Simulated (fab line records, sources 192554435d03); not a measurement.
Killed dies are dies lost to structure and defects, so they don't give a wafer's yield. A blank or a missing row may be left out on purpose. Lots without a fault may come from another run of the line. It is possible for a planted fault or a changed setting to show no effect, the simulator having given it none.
Chamber matching || flow n5 finfet || N5_BEOL_M3_PRE_CLEAN_60 on cvd co-01: 3 sister chambers
The step time 15 s. 6 wafers are shown with their chamber, then 8 later ones without.

## WAFERS WITH THEIR CHAMBER
{"wafer": "L786.2", "chamber": 2, "heater power w (W)": 86}
{"wafer": "L790.1", "chamber": 2, "heater power w (W)": 89}
{"wafer": "L790.4", "chamber": 1, "heater power w (W)": 90}
{"wafer": "L791.5", "chamber": 1, "heater power w (W)": 88}
{"wafer": "L791.6", "chamber": 0, "heater power w (W)": 95}
{"wafer": "L792.1", "chamber": 0, "heater power w (W)": 95}

## WAFERS MISSING THEIR CHAMBER
{"wafer": "L792.5", "heater power w (W)": 90}
{"wafer": "L792.6", "heater power w (W)": 90}
{"wafer": "L802.3", "heater power w (W)": 96}
{"wafer": "L802.5", "heater power w (W)": 91}
{"wafer": "L802.6", "heater power w (W)": 91}
{"wafer": "L806.1", "heater power w (W)": 96}
{"wafer": "L806.2", "heater power w (W)": 91}
{"wafer": "L806.6", "heater power w (W)": 89}

## WHICH CHAMBER EACH WENT THROUGH
{"wafer": "L792.5", "from the rows above": "can't be placed: 1 or 2", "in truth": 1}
{"wafer": "L792.6", "from the rows above": "can't be placed: 1 or 2", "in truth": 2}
{"wafer": "L802.3", "from the rows above": 0, "in truth": 0}
{"wafer": "L802.5", "from the rows above": "can't be placed: 1 or 2 or 0", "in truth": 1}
{"wafer": "L802.6", "from the rows above": "can't be placed: 1 or 2 or 0", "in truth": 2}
{"wafer": "L806.1", "from the rows above": 0, "in truth": 0}
{"wafer": "L806.2", "from the rows above": "can't be placed: 1 or 2 or 0", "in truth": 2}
{"wafer": "L806.6", "from the rows above": "can't be placed: 1 or 2", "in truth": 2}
Correct placement for 2 of the 8. Cannot be placed on the basis of these rows: 6; the candidates contain the true chamber in 6. Number placed wrongly: 0.
How it was worked out, from the rows above alone: a wafer's distance from a chamber is the root of the sum, over the readings, of the square of ((its reading less the chamber's mean) divided by the reading's scatter). The wafer belongs to the nearest chamber; if the next one is less than 2 further off, it can't be placed. Each chamber's mean is taken over the wafers shown for it. How the scatter is found: for the shown wafers, subtract from each reading the mean of its chamber, square and add these, divide the total by (wafers less chambers), then take the root.
